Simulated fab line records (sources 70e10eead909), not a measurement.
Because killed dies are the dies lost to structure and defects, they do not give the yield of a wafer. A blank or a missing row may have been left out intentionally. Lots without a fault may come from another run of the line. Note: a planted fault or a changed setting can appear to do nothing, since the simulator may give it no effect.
fab line records + flow nand_harc
record:
- lots: 11
- wafers: 33
- last_day: 24
route steps=1159 shown P_M2@338 P_BONDPAD@352 END@1159
lots untouched by any fault: they come from a run of this same line in which no faults occurred
start_h: start of the lot's first displayed wafer, in hours after the record's first day + wait_h: time in hours since the lot's previous step + " same as the row above + L1.1+2: one row covering several wafers at once + - no value present, or no start provided + * or withheld: withheld + < > ~ a bound
route shown NAME@n: a module of which the file shows steps, and the number in the route of the first + usual: average and standard deviation across the fault-free wafers + same: alike in all rows + chamber/n: place in a boat + sites: readings site by site + _std_site: how widely they spread, as a standard deviation + _edge_site: outer sites' mean less inner sites' + radius_mm: for every site, how far away it sits from the centre of the wafer + mask NAME#n: copy n + behind: the most recent tool/chamber to have shaped the wafer + hold: why the lot was held/for how many hours/how that ended + device: which transistor (n, p or np) failed to switch + end of line: tests of these same wafers at the route's end + a step given without rows: its recipe and nothing more + killed: not the wafer's yield, but the dies lost to structure and defects at the first sort + map: dies across one wafer; x = killed, . = not, _ = none there
set.NAME: the setting that was run; set.NAME@STEP: the one run at that earlier step + model.NAME: the simulator's own value behind a step, which no gauge read
steps of the route over a sample of lots; a table a step, a row a wafer
services: a tool's chamber out of use, with start hour (start_h, from the record's first day; less than 0 if before it), hours out, and reason
== steps ==
step: NHARC_P_M2_DEGAS_29
recipe:
- temp_c: 250
- time_s: 60
usual:
- heater_power_w: 328/37
| lot.wafer | tool           | chamber | start_h | wait_h | heater_power_w |
|-----------|----------------|---------|---------|--------|----------------|
| L100.2    | pvd_sputter-02 | -       | 123.13  | -      | 331            |
| L100.1    | "              | -       | "       | "      | 284            |
| L100.3    | "              | -       | "       | "      | 393            |
| L101.1    | pvd_sputter-01 | -       | 126.50  | -      | 373            |
| L101.2    | "              | -       | "       | "      | 253            |
| L101.4    | "              | -       | "       | "      | 340            |
| L106.4    | pvd_sputter-03 | -       | 166.83  | -      | 298            |
| L106.1    | "              | -       | "       | "      | 362            |
| L106.6    | "              | -       | "       | "      | 368            |
| L107.4    | pvd_sputter-02 | -       | 167.46  | -      | 341            |
| L107.1    | "              | -       | "       | "      | 393            |
| L107.5    | "              | -       | "       | "      | 292            |
| L110.1    | pvd_sputter-01 | -       | 175.89  | -      | 256            |
| L110.3    | "              | -       | "       | "      | 333            |
| L110.6    | "              | -       | "       | "      | 333            |
| L108.1    | pvd_sputter-03 | -       | 180.85  | -      | 314            |
| L108.4    | "              | -       | "       | "      | 363            |
| L108.5    | "              | -       | "       | "      | 310            |
| L116.1    | pvd_sputter-03 | -       | 222.47  | -      | 311            |
| L116.2    | "              | -       | "       | "      | 310            |
| L116.5    | "              | -       | "       | "      | 293            |
| L118.1    | pvd_sputter-01 | -       | 223.98  | -      | 343            |
| L118.2    | "              | -       | "       | "      | 365            |
| L118.3    | "              | -       | "       | "      | 253            |
| L117.2    | pvd_sputter-03 | -       | 224.97  | -      | 292            |
| L117.4    | "              | -       | "       | "      | 306            |
| L117.6    | "              | -       | "       | "      | 360            |
| L120.4    | pvd_sputter-03 | -       | 242.64  | -      | 307            |
| L120.6    | "              | -       | "       | "      | 306            |
| L120.5    | "              | -       | "       | "      | 292            |
| L123.1    | pvd_sputter-03 | -       | 256.16  | -      | 360            |
| L123.4    | "              | -       | "       | "      | 296            |
| L123.6    | "              | -       | "       | "      | 368            |
step: NHARC_P_BONDPAD_CMP_32
recipe:
- target_thk_nm: 200
- material: SiCN
usual:
- motor_current_A: 12.1/1.3
- slurry_filter_dp_kPa: 13.49/0.14
| lot.wafer | tool   | chamber | start_h | wait_h | motor_current_A | slurry_filter_dp_kPa |
|-----------|--------|---------|---------|--------|-----------------|----------------------|
| L100.2    | cmp-03 | 1       | 125.73  | -      | 13.3            | 13.52                |
| L100.1    | "      | 3       | "       | "      | 12.8            | 13.45                |
| L100.3    | "      | 0       | "       | "      | 12.6            | 13.65                |
| L101.1    | cmp-04 | 0       | 129.14  | -      | 12.5            | 13.65                |
| L101.4    | "      | 2       | "       | "      | 13.3            | 13.48                |
| L101.2    | "      | 3       | "       | "      | 11.8            | 13.72                |
| L106.4    | cmp-04 | 2       | 169.44  | -      | 12.6            | 13.54                |
| L106.1    | "      | 3       | "       | "      | 12.2            | 13.42                |
| L106.6    | "      | 0       | "       | "      | 12.0            | 13.54                |
| L107.4    | cmp-04 | 2       | 170.18  | -      | 12.3            | 13.38                |
| L107.1    | "      | 0       | "       | "      | 13.0            | 13.73                |
| L107.5    | "      | 2       | "       | "      | 13.3            | 13.76                |
| L110.3    | cmp-04 | 1       | 178.42  | -      | 10.1            | 13.59                |
| L110.1    | "      | 3       | "       | "      | 11.6            | 13.74                |
| L110.6    | "      | 2       | "       | "      | 13.6            | 13.16                |
| L108.1    | cmp-02 | 1       | 183.38  | -      | 13.6            | 13.51                |
| L108.4    | "      | 3       | "       | "      | 9.1             | 13.46                |
| L108.5    | "      | 2       | "       | "      | 12.3            | 13.75                |
| L116.1    | cmp-03 | 0       | 225.71  | -      | 12.3            | 13.57                |
| L116.2    | "      | 1       | "       | "      | 13.4            | 13.29                |
| L116.5    | "      | 2       | "       | "      | 11.1            | 13.61                |
| L118.3    | cmp-02 | 3       | 226.70  | -      | 9.3             | 13.45                |
| L118.2    | "      | 0       | "       | "      | 12.0            | 13.55                |
| L118.1    | "      | 1       | "       | "      | 12.8            | 13.25                |
| L117.2    | cmp-03 | 0       | 227.50  | -      | 12.7            | 13.50                |
| L117.4    | "      | 2       | "       | "      | 11.0            | 13.42                |
| L117.6    | "      | 0       | "       | "      | 12.5            | 13.42                |
| L120.4    | cmp-03 | 3       | 245.57  | -      | 14.0            | 13.71                |
| L120.6    | "      | 1       | "       | "      | 13.0            | 13.42                |
| L120.5    | "      | 2       | "       | "      | 10.9            | 13.53                |
| L123.1    | cmp-03 | 0       | 258.82  | -      | 12.6            | 13.35                |
| L123.4    | "      | 1       | "       | "      | 13.1            | 13.30                |
| L123.6    | "      | 1       | "       | "      | 12.3            | 13.48                |
step: NHARC_P_BONDPAD_EXPOSE_06
recipe:
- na: 0.55
- dose_mj: 37.06
- mask_id: P_BPAD
usual:
- exposure_dose_mJ_cm2: 37.04/0.037
| lot.wafer | tool           | chamber | start_h | wait_h | mask     | exposure_dose_mJ_cm2 |
|-----------|----------------|---------|---------|--------|----------|----------------------|
| L100.1    | krf_scanner-03 | 0       | 126.40  | -      | P_BPAD#0 | 37.08                |
| L100.2    | "              | 0       | "       | "      | P_BPAD#0 | 37.03                |
| L100.3    | "              | 0       | "       | "      | P_BPAD#0 | 37.01                |
| L101.1    | krf_scanner-01 | 0       | 129.81  | -      | P_BPAD#0 | 37.06                |
| L101.2    | "              | 0       | "       | "      | P_BPAD#0 | 37.08                |
| L101.4    | "              | 0       | "       | "      | P_BPAD#0 | 37.02                |
| L106.1    | krf_scanner-01 | 0       | 170.06  | -      | P_BPAD#0 | 53.63                |
| L106.4    | "              | 0       | "       | "      | P_BPAD#0 | 53.60                |
| L106.6    | "              | 0       | "       | "      | P_BPAD#0 | 53.62                |
| L107.1    | krf_scanner-01 | 0       | 170.70  | -      | P_BPAD#0 | 50.35                |
| L107.4    | "              | 0       | "       | "      | P_BPAD#0 | 50.28                |
| L107.5    | "              | 0       | "       | "      | P_BPAD#0 | 50.31                |
| L110.1    | krf_scanner-01 | 0       | 178.96  | -      | P_BPAD#0 | 50.02                |
| L110.3    | "              | 0       | "       | "      | P_BPAD#0 | 49.95                |
| L110.6    | "              | 0       | "       | "      | P_BPAD#0 | 49.96                |
| L108.1    | krf_scanner-01 | 0       | 184.04  | -      | P_BPAD#0 | 49.93                |
| L108.4    | "              | 0       | "       | "      | P_BPAD#0 | 49.93                |
| L108.5    | "              | 0       | "       | "      | P_BPAD#0 | 49.94                |
| L116.1    | krf_scanner-03 | 0       | 226.32  | -      | P_BPAD#0 | 37.02                |
| L116.2    | "              | 0       | "       | "      | P_BPAD#0 | 36.97                |
| L116.5    | "              | 0       | "       | "      | P_BPAD#0 | 37.00                |
| L118.1    | krf_scanner-03 | 0       | 227.21  | -      | P_BPAD#0 | 37.04                |
| L118.2    | "              | 0       | "       | "      | P_BPAD#0 | 37.02                |
| L118.3    | "              | 0       | "       | "      | P_BPAD#0 | 37.04                |
| L117.2    | krf_scanner-03 | 0       | 228.03  | -      | P_BPAD#0 | 37.10                |
| L117.4    | "              | 0       | "       | "      | P_BPAD#0 | 37.07                |
| L117.6    | "              | 0       | "       | "      | P_BPAD#0 | 37.13                |
| L120.4    | krf_scanner-03 | 0       | 246.22  | -      | P_BPAD#0 | 37.06                |
| L120.5    | "              | 0       | "       | "      | P_BPAD#0 | 37.00                |
| L120.6    | "              | 0       | "       | "      | P_BPAD#0 | 37.10                |
| L123.1    | krf_scanner-03 | 0       | 259.48  | -      | P_BPAD#0 | 37.04                |
| L123.4    | "              | 0       | "       | "      | P_BPAD#0 | 37.04                |
| L123.6    | "              | 0       | "       | "      | P_BPAD#0 | 36.99                |
step: NHARC_P_BONDPAD_CD_MEAS_09
recipe:
- target_cd_nm: 500
- landing_energy_ev: 500
usual:
- cd_nm: 499.1/2.5
| lot.wafer | tool      | chamber | start_h | wait_h | cd_nm |
|-----------|-----------|---------|---------|--------|-------|
| L100.1    | cd_sem-02 | 0       | 126.55  | -      | 500.5 |
| L100.2    | "         | 0       | "       | "      | 500.5 |
| L100.3    | "         | 0       | "       | "      | 498.8 |
| L101.1    | cd_sem-02 | 0       | 129.96  | -      | 504.7 |
| L101.2    | "         | 0       | "       | "      | 497.9 |
| L101.4    | "         | 0       | "       | "      | 498.7 |
| L106.1    | cd_sem-02 | 0       | 170.21  | -      | 510.4 |
| L106.4    | "         | 0       | "       | "      | 513.3 |
| L106.6    | "         | 0       | "       | "      | 510.5 |
| L107.1    | cd_sem-02 | 0       | 170.85  | -      | 508.1 |
| L107.4    | "         | 0       | "       | "      | 507.4 |
| L107.5    | "         | 0       | "       | "      | 509.3 |
| L110.1    | cd_sem-02 | 0       | 179.11  | -      | 510.0 |
| L110.3    | "         | 0       | "       | "      | 505.9 |
| L110.6    | "         | 0       | "       | "      | 509.9 |
| L108.1    | cd_sem-03 | 0       | 184.19  | -      | 510.0 |
| L108.4    | "         | 0       | "       | "      | 507.5 |
| L108.5    | "         | 0       | "       | "      | 509.8 |
| L116.1    | cd_sem-02 | 0       | 226.47  | -      | 498.1 |
| L116.2    | "         | 0       | "       | "      | 494.8 |
| L116.5    | "         | 0       | "       | "      | 503.4 |
| L118.1    | cd_sem-02 | 0       | 227.37  | -      | 498.0 |
| L118.2    | "         | 0       | "       | "      | 501.0 |
| L118.3    | "         | 0       | "       | "      | 499.7 |
| L117.2    | cd_sem-02 | 0       | 228.18  | -      | 501.2 |
| L117.4    | "         | 0       | "       | "      | 500.3 |
| L117.6    | "         | 0       | "       | "      | 498.5 |
| L120.4    | cd_sem-02 | 0       | 246.36  | -      | 499.9 |
| L120.5    | "         | 0       | "       | "      | 494.2 |
| L120.6    | "         | 0       | "       | "      | 497.7 |
| L123.1    | cd_sem-02 | 0       | 259.63  | -      | 502.6 |
| L123.4    | "         | 0       | "       | "      | 504.1 |
| L123.6    | "         | 0       | "       | "      | 501.6 |
step: NHARC_P_BONDPAD_STRIP_15
recipe:
- o2_flow_sccm: 500
- ar_flow_sccm: 0
- bias_w: 0
- chemistry: O2
usual:
- drypump_motor_current_A: 5.6/0.55
- oes_product_au: 0.999/0.011
- rf_vpp_V: 57.8/0.97
- showerhead_plenum_p_Torr: 3.55/0.17
- throttle_valve_pct: 17.036/0.0089
| lot.wafer | tool        | chamber | start_h | wait_h | drypump_motor_current_A | oes_product_au | rf_hours_counter_h | rf_vpp_V | showerhead_plenum_p_Torr | throttle_valve_pct |
|-----------|-------------|---------|---------|--------|-------------------------|----------------|--------------------|----------|--------------------------|--------------------|
| L100.2    | rie_diel-02 | 3       | 127.22  | 0.1    | 5.6                     | 0.977          | 55                 | 58.5     | 3.45                     | 17.032             |
| L100.3    | "           | 0       | "       | "      | 4.9                     | 1.020          | 58                 | 57.0     | 3.29                     | 17.034             |
| L100.1    | "           | 1       | "       | "      | 6.6                     | 0.999          | 59                 | 59.0     | 3.70                     | 17.037             |
| L101.1    | rie_diel-12 | 3       | 130.61  | 0.1    | 4.8                     | 1.010          | 8                  | 56.6     | 3.31                     | 17.027             |
| L101.2    | "           | 0       | "       | "      | 5.9                     | 0.993          | 9                  | 57.5     | 3.74                     | 17.044             |
| L101.4    | "           | 3       | "       | "      | 4.8                     | 1.003          | -                  | 57.3     | 3.31                     | 17.019             |
| L106.1    | rie_diel-12 | 0       | 170.83  | 0.1    | 5.9                     | 1.004          | 13                 | 58.5     | 3.73                     | 17.030             |
| L106.4    | "           | 2       | "       | "      | 6.0                     | 1.004          | 13                 | 58.1     | 3.59                     | 17.035             |
| L106.6    | "           | 3       | "       | "      | 4.8                     | 1.002          | -                  | 57.1     | 3.31                     | 17.040             |
| L107.4    | rie_diel-12 | 3       | 171.45  | 0.1    | 4.8                     | 0.995          | 12                 | 57.8     | 3.30                     | 17.035             |
| L107.1    | "           | 2       | "       | "      | 6.0                     | 0.998          | 13                 | 57.6     | 3.59                     | 17.021             |
| L107.5    | "           | 3       | "       | "      | 4.8                     | 1.004          | -                  | 58.6     | 3.31                     | 17.045             |
| L110.3    | rie_diel-12 | 3       | 179.71  | 0.1    | 4.9                     | 0.992          | 13                 | 56.4     | 3.30                     | 17.038             |
| L110.1    | "           | 1       | "       | "      | 5.5                     | 0.996          | 13                 | 56.9     | 3.47                     | 17.039             |
| L110.6    | "           | 0       | "       | "      | 5.9                     | 0.989          | -                  | 58.1     | 3.73                     | 17.042             |
| L108.4    | rie_diel-12 | 1       | 184.82  | 0.1    | 5.5                     | 0.997          | 13                 | 57.7     | 3.47                     | 17.034             |
| L108.1    | "           | 2       | "       | "      | 5.9                     | 1.001          | 15                 | 57.3     | 3.59                     | 17.038             |
| L108.5    | "           | 3       | "       | "      | 4.9                     | 1.002          | -                  | 57.1     | 3.30                     | 17.043             |
| L116.1    | rie_diel-12 | 2       | 227.07  | 0.1    | 6.0                     | 0.985          | 2                  | 57.6     | 3.59                     | 17.029             |
| L116.2    | "           | 1       | "       | "      | 5.5                     | 0.985          | 2                  | 56.9     | 3.47                     | 17.047             |
| L116.5    | "           | 3       | "       | "      | 4.9                     | 0.997          | -                  | 56.8     | 3.30                     | 17.030             |
| L118.3    | rie_diel-02 | 1       | 228.00  | 0.1    | 6.7                     | 1.003          | 26                 | 57.2     | 3.68                     | 17.031             |
| L118.1    | "           | 3       | "       | "      | 5.6                     | 1.023          | 27                 | 58.7     | 3.43                     | 17.060             |
| L118.2    | "           | 0       | "       | "      | 4.9                     | 0.989          | 27                 | 57.6     | 3.79                     | 17.035             |
| L117.4    | rie_diel-02 | 2       | 228.78  | 0.1    | 6.8                     | 0.989          | 27                 | 59.8     | 3.60                     | 17.035             |
| L117.2    | "           | 1       | "       | "      | 6.6                     | 1.004          | 27                 | 57.4     | 3.68                     | 17.022             |
| L117.6    | "           | 2       | "       | "      | 6.7                     | 0.998          | -                  | 57.7     | 3.60                     | 17.033             |
| L120.4    | rie_diel-12 | 1       | 246.97  | 0.1    | 5.5                     | 0.977          | 3                  | 56.2     | 3.47                     | 17.041             |
| L120.6    | "           | 0       | "       | "      | 5.9                     | 1.019          | -                  | 58.9     | 3.73                     | 17.032             |
| L120.5    | "           | 1       | "       | "      | 5.5                     | 0.993          | -                  | 58.3     | 3.47                     | 17.033             |
| L123.1    | rie_diel-03 | 1       | 260.72  | 0.1    | 5.2                     | 0.983          | 12                 | 56.9     | 3.44                     | 17.053             |
| L123.4    | "           | 2       | "       | "      | 5.5                     | 0.994          | 13                 | 58.4     | 3.77                     | 17.024             |
| L123.6    | "           | 0       | "       | "      | 5.7                     | 1.013          | -                  | 59.4     | 3.77                     | 17.066             |
step: NHARC_END_SORT_01
recipe:
- temp_c: 25
usual:
- defect_limited_yield: 95.5/1.3
- killed_at_array: 26/8.4
- killed_at_other: 0.7/0.97
- killed_at_periphery: 3.2/2.2
- killed_dies: 30/8.5
- killed_open: 3.4/2
- killed_short: 2/1.3
- sort_bin_2_pct: 1.5/0.52
- sort_bin_3_pct: 0.21/0.18
- sort_bin_4_pct: 2.8/0.91
- sort_n_pass: 647/8.5
- sort_rim_yield_pct: 94.8/2.7
- sort_yield_pct: 95.5/1.3
same:
- gross_dies: 677
- sort_bin_5_pct[%]: 0
- sort_bin_6_pct[%]: 0
- sort_bin_7_pct[%]: 0
- sort_bin_8_pct[%]: 0
- sort_rim_n_gross: 106.00
| lot.wafer | tool      | chamber | start_h | wait_h | defect_limited_yield[%] | killed_at_array | killed_at_other | killed_at_periphery | killed_dies | killed_open | killed_short | sort_bin_2_pct[%] | sort_bin_3_pct[%] | sort_bin_4_pct[%] | sort_n_pass | sort_rim_yield_pct[%] | sort_yield_pct[%] |
|-----------|-----------|---------|---------|--------|-------------------------|-----------------|-----------------|---------------------|-------------|-------------|--------------|-------------------|-------------------|-------------------|-------------|-----------------------|-------------------|
| L101.1    | prober-02 | 0       | 441.74  | 2.5    | 95.6                    | 26              | 3               | 1                   | 30          | 2           | 2            | 1.9               | 0.15              | 2.4               | 647         | 98.1                  | 95.6              |
| L101.2    | prober-02 | 0       | 442.54  | 2.8    | 95.7                    | 25              | 2               | 2                   | 29          | 3           | 1            | 1.9               | 0.15              | 2.2               | 648         | 97.2                  | 95.7              |
| L101.4    | prober-02 | 0       | 444.13  | 3.4    | 96.2                    | 22              | 0               | 4                   | 26          | 1           | 2            | 1.2               | 0                 | 2.7               | 651         | 96.2                  | 96.2              |
| L110.1    | prober-01 | 0       | 497.68  | 2.5    | 96.2                    | 23              | 1               | 2                   | 26          | 1           | 1            | 0.7               | 0.15              | 3.0               | 651         | 98.1                  | 96.2              |
| L110.3    | prober-01 | 0       | 499.26  | 3.1    | 96.8                    | 15              | 0               | 7                   | 22          | 3           | 2            | 1.2               | 0                 | 2.1               | 655         | 97.2                  | 96.8              |
| L110.6    | prober-01 | 0       | 501.63  | 4.0    | 97.2                    | 14              | 0               | 5                   | 19          | 3           | 1            | 0.9               | 0.15              | 1.8               | 658         | 95.3                  | 97.2              |
| L108.1    | prober-02 | 0       | 505.30  | 2.5    | 96.5                    | 23              | 0               | 1                   | 24          | 0           | 1            | 1.2               | 0.15              | 2.2               | 653         | 97.2                  | 96.5              |
| L108.4    | prober-02 | 0       | 507.68  | 3.4    | 95.9                    | 26              | 0               | 2                   | 28          | 4           | 3            | 1.6               | 0.30              | 2.2               | 649         | 96.2                  | 95.9              |
| L108.5    | prober-02 | 0       | 508.47  | 3.7    | 95.6                    | 27              | 0               | 3                   | 30          | 5           | 2            | 1.6               | 0.44              | 2.4               | 647         | 94.3                  | 95.6              |
| L118.1    | prober-01 | 0       | 528.83  | 2.5    | 96.5                    | 22              | 0               | 2                   | 24          | 3           | 0            | 1.0               | 0                 | 2.5               | 653         | 96.2                  | 96.5              |
| L118.2    | prober-01 | 0       | 529.64  | 2.8    | 96.6                    | 19              | 0               | 4                   | 23          | 3           | 1            | 0.9               | 0.44              | 2.1               | 654         | 95.3                  | 96.6              |
| L118.3    | prober-01 | 0       | 530.44  | 3.1    | 94.8                    | 31              | 0               | 4                   | 35          | 2           | 6            | 1.6               | 0.44              | 3.1               | 642         | 93.4                  | 94.8              |
| L116.1    | prober-02 | 0       | 536.42  | 2.5    | 93.1                    | 43              | 1               | 3                   | 47          | 1           | 2            | 2.4               | 0                 | 4.6               | 630         | 94.3                  | 93.1              |
| L116.2    | prober-02 | 0       | 537.21  | 2.8    | 94.4                    | 33              | 2               | 3                   | 38          | 3           | 0            | 2.5               | 0.15              | 3.0               | 639         | 90.6                  | 94.4              |
| L116.5    | prober-02 | 0       | 539.60  | 3.7    | 93.9                    | 40              | 0               | 1                   | 41          | 3           | 3            | 2.1               | 0.15              | 3.8               | 636         | 93.4                  | 93.9              |
| L117.2    | prober-01 | 0       | 542.19  | 2.8    | 95.9                    | 26              | 1               | 1                   | 28          | 5           | 2            | 1.3               | 0.44              | 2.4               | 649         | 93.4                  | 95.9              |
| L117.4    | prober-01 | 0       | 543.79  | 3.4    | 96.0                    | 24              | 1               | 2                   | 27          | 0           | 1            | 1.9               | 0.15              | 1.9               | 650         | 96.2                  | 96.0              |
| L117.6    | prober-01 | 0       | 545.38  | 4.0    | 94.7                    | 35              | 1               | 0                   | 36          | 4           | 1            | 0.7               | 0.89              | 3.7               | 641         | 96.2                  | 94.7              |
killed by level:class
L101.1 A_CHANNEL_HOLE_D1:chamber_film_flake=11 A_SLIT:chamber_film_flake=6 A_CONTACT:chamber_film_flake=5 THIN_TSV:chamber_film_flake=2 A_ONON_D1:geometric_particle:short=1 A_WL_FILL:geometric_particle:open=1 A_M0:geometric_particle:open=1 P_M1:chamber_film_flake=1
L101.2 A_CHANNEL_HOLE_D1:chamber_film_flake=11 A_SLIT:chamber_film_flake=5 A_CONTACT:chamber_film_flake=3 P_M1:chamber_film_flake=2 A_STAIRCASE:chamber_film_flake=2 A_WL_FILL:geometric_particle:open=1 A_WL_FILL:geometric_particle:short=1 A_BLC:geometric_particle:open=1
L101.4 A_CHANNEL_HOLE_D1:chamber_film_flake=9 A_SLIT:chamber_film_flake=6 A_CONTACT:chamber_film_flake=4 P_M1:chamber_film_flake=3 A_CHANNEL_FILL_D1:geometric_particle:short=1 A_M1:geometric_particle:open=1 A_M1:geometric_particle:short=1 P_STI:chamber_film_flake=1
L110.1 A_SLIT:chamber_film_flake=17 A_CHANNEL_HOLE_D1:chamber_film_flake=3 P_ZERO_WELL:chamber_film_flake=1 A_BLC:geometric_particle:open=1 P_GATE:chamber_film_flake=1 STARTING-WAFER:geometric_particle:short=1 A_STAIRCASE:chamber_film_flake=1 A_WL_FILL:chamber_film_flake=1
L110.3 P_GATE:chamber_film_flake=4 A_CHANNEL_HOLE_D1:chamber_film_flake=4 A_SLIT:chamber_film_flake=4 P_M0:geometric_particle:open=2 A_CONTACT:chamber_film_flake=2 A_ONON_D1:geometric_particle:open=1 A_CONTACT:geometric_particle:short=1 A_M0:geometric_particle:short=1
L110.6 A_SLIT:chamber_film_flake=5 P_GATE:chamber_film_flake=2 A_CHANNEL_HOLE_D1:chamber_film_flake=2 P_M0:geometric_particle:open=1 A_SGD_CUT:geometric_particle:short=1 A_WL_FILL:geometric_particle:open=1 A_BLC:geometric_particle:open=1 P_STI:chamber_film_flake=1
L108.1 A_CHANNEL_HOLE_D1:chamber_film_flake=17 A_STAIRCASE:chamber_film_flake=3 A_M0:geometric_particle:short=1 P_STI:chamber_film_flake=1 A_WL_FILL:chamber_film_flake=1 A_CONTACT:chamber_film_flake=1
L108.4 A_CHANNEL_HOLE_D1:chamber_film_flake=16 A_CHANNEL_FILL_D1:geometric_particle:short=2 P_STI:chamber_film_flake=2 A_CONTACT:chamber_film_flake=2 A_ONON_D1:geometric_particle:short=1 A_CHANNEL_HOLE_D1:geometric_particle:open=1 A_CONTACT:geometric_particle:open=1 A_BLC:geometric_particle:open=1
L108.5 A_CHANNEL_HOLE_D1:chamber_film_flake=16 A_CHANNEL_FILL_D1:geometric_particle:open=3 A_STAIRCASE:chamber_film_flake=3 P_STI:chamber_film_flake=2 P_M0:geometric_particle:open=1 A_WL_FILL:geometric_particle:short=1 A_CONTACT:geometric_particle:short=1 A_BLC:geometric_particle:open=1
L118.1 A_CHANNEL_HOLE_D1:chamber_film_flake=17 P_CONTACT:chamber_film_flake=2 A_STAIRCASE:chamber_film_flake=2 A_SOURCE_PLATE:geometric_particle:open=1 A_ONON_D1:geometric_particle:open=1 A_CONTACT:geometric_particle:open=1
L118.2 A_CHANNEL_HOLE_D1:chamber_film_flake=13 A_CONTACT:geometric_particle:open=2 P_STI:chamber_film_flake=2 P_M0:geometric_particle:open=1 A_CONTACT:geometric_particle:short=1 P_CONTACT:chamber_film_flake=1 A_CHANNEL_FILL_D1:chamber_film_flake=1 A_STAIRCASE:chamber_film_flake=1
L118.3 A_CHANNEL_HOLE_D1:chamber_film_flake=17 A_STAIRCASE:chamber_film_flake=3 A_CHANNEL_FILL_D1:geometric_particle:short=2 A_CONTACT:geometric_particle:open=2 P_ZERO_WELL:chamber_film_flake=2 A_CHANNEL_FILL_D1:chamber_film_flake=2 A_CONTACT:chamber_film_flake=2 P_CONTACT:geometric_particle:short=1
L116.1 A_SLIT:chamber_film_flake=19 A_STAIRCASE:chamber_film_flake=11 A_CHANNEL_HOLE_D1:chamber_film_flake=5 A_CHANNEL_FILL_D1:geometric_particle:short=2 A_CONTACT:chamber_film_flake=2 P_GATE:geometric_particle:open=1 P_ZERO_WELL:chamber_film_flake=1 P_GATE:chamber_film_flake=1
L116.2 A_STAIRCASE:chamber_film_flake=11 A_SLIT:chamber_film_flake=11 A_CHANNEL_HOLE_D1:chamber_film_flake=7 A_CHANNEL_HOLE_D1:geometric_particle:open=1 A_BLC:geometric_particle:open=1 A_M0:geometric_particle:open=1 P_ZERO_WELL:chamber_film_flake=1 P_STI:chamber_film_flake=1
L116.5 A_SLIT:chamber_film_flake=20 A_STAIRCASE:chamber_film_flake=7 A_CHANNEL_HOLE_D1:chamber_film_flake=4 A_CONTACT:chamber_film_flake=2 P_STI:geometric_particle:short=1 A_ONON_D1:geometric_particle:short=1 A_CHANNEL_FILL_D1:geometric_particle:open=1 A_SGD_CUT:geometric_particle:open=1
L117.2 A_CHANNEL_HOLE_D1:chamber_film_flake=16 A_STAIRCASE:chamber_film_flake=2 A_CONTACT:chamber_film_flake=2 P_GATE:geometric_particle:open=1 A_ONON_D1:geometric_particle:open=1 A_SGD_CUT:geometric_particle:short=1 A_WL_FILL:geometric_particle:short=1 A_WL_FILL:geometric_particle:open=1
L117.4 A_CHANNEL_HOLE_D1:chamber_film_flake=19 A_STAIRCASE:chamber_film_flake=2 A_CONTACT:chamber_film_flake=2 A_BLC:geometric_particle:short=1 P_ZERO_WELL:chamber_film_flake=1 P_STI:chamber_film_flake=1 HYBRID_BOND:latent=1
L117.6 A_CHANNEL_HOLE_D1:chamber_film_flake=26 A_CONTACT:chamber_film_flake=3 A_CONTACT:geometric_particle:open=2 A_CHANNEL_FILL_D1:geometric_particle:short=1 A_SGD_CUT:geometric_particle:open=1 A_WL_FILL:geometric_particle:open=1 A_SLIT:chamber_film_flake=1 THIN_TSV:chamber_film_flake=1
== services ==
| tool           | chamber | start_h | hours | kind   |
|----------------|---------|---------|-------|--------|
| rie_diel-12    | 3       | 100.37  | 3.9   | repair |
| pvd_sputter-03 | -       | 102.00  | 10.0  | pm     |
| cmp-04         | -       | 105.00  | 4.0   | pm     |
| rie_diel-12    | 0       | 108.14  | -     | clean  |
| rie_diel-12    | 1       | 117.55  | 19.1  | repair |
| krf_scanner-01 | -       | 122.79  | 0.4   | repair |
| cmp-02         | -       | 129.28  | 4.0   | pm     |
| pvd_sputter-03 | -       | 134.27  | 2.5   | repair |
| cmp-04         | -       | 147.09  | 1.5   | repair |
| pvd_sputter-01 | -       | 147.75  | 1.7   | repair |
| rie_diel-02    | -       | 150.80  | 9.0   | pm     |
| cmp-03         | -       | 153.81  | 0.9   | repair |
| cmp-03         | -       | 156.09  | 4.0   | pm     |
| pvd_sputter-01 | -       | 158.00  | 10.0  | pm     |
| krf_scanner-03 | -       | 168.00  | 4.0   | pm     |
| pvd_sputter-03 | -       | 170.77  | 1.7   | repair |
| cmp-04         | -       | 196.44  | 32.6  | repair |
| rie_diel-12    | -       | 202.47  | 9.0   | pm     |
| pvd_sputter-02 | -       | 214.00  | 10.0  | pm     |
| rie_diel-03    | -       | 215.54  | 9.0   | pm     |
| cmp-02         | -       | 227.28  | 4.0   | pm     |
| rie_diel-02    | 3       | 238.15  | 6.9   | repair |
| cmp-03         | -       | 254.09  | 4.0   | pm     |
| krf_scanner-01 | -       | 256.00  | 4.0   | pm     |
== key ==
first_sign:
- step: NHARC_P_BONDPAD_EXPOSE_06
- reading: exposure_dose_mJ_cm2
- direction: up
- sigmas: 99+
- usual: 37.04
- struck: 50.96
effect:
- step: NHARC_P_BONDPAD_CD_MEAS_09
- reading: cd_nm
- direction: up
- sigmas: 4.1
- usual: 499.1
- struck: 509.3
- through: control_loop
met_at NHARC_P_BONDPAD_EXPOSE_06
struck_lots L106,L107,L108,L110
loop_trim:
- step: NHARC_P_BONDPAD_EXPOSE_06
- setting: dose
- lots: L107,L108,L110
not_acting_at NHARC_P_M2_DEGAS_29,NHARC_P_BONDPAD_CMP_32,NHARC_P_BONDPAD_STRIP_15
onset_between 129.81 170.06
fault:
- kind: process_parameter_drift
- tool: krf_scanner-01
- chamber: -
- onset_h: 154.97
- steps: NHARC_P_BONDPAD_EXPOSE_06
- channel: dose_mj
- offset: 16.585
- shape: step
- acts_in: these_recipes_only
- stated: 37.06
loop_trim: a control loop set the setting to another value than it would have without faults
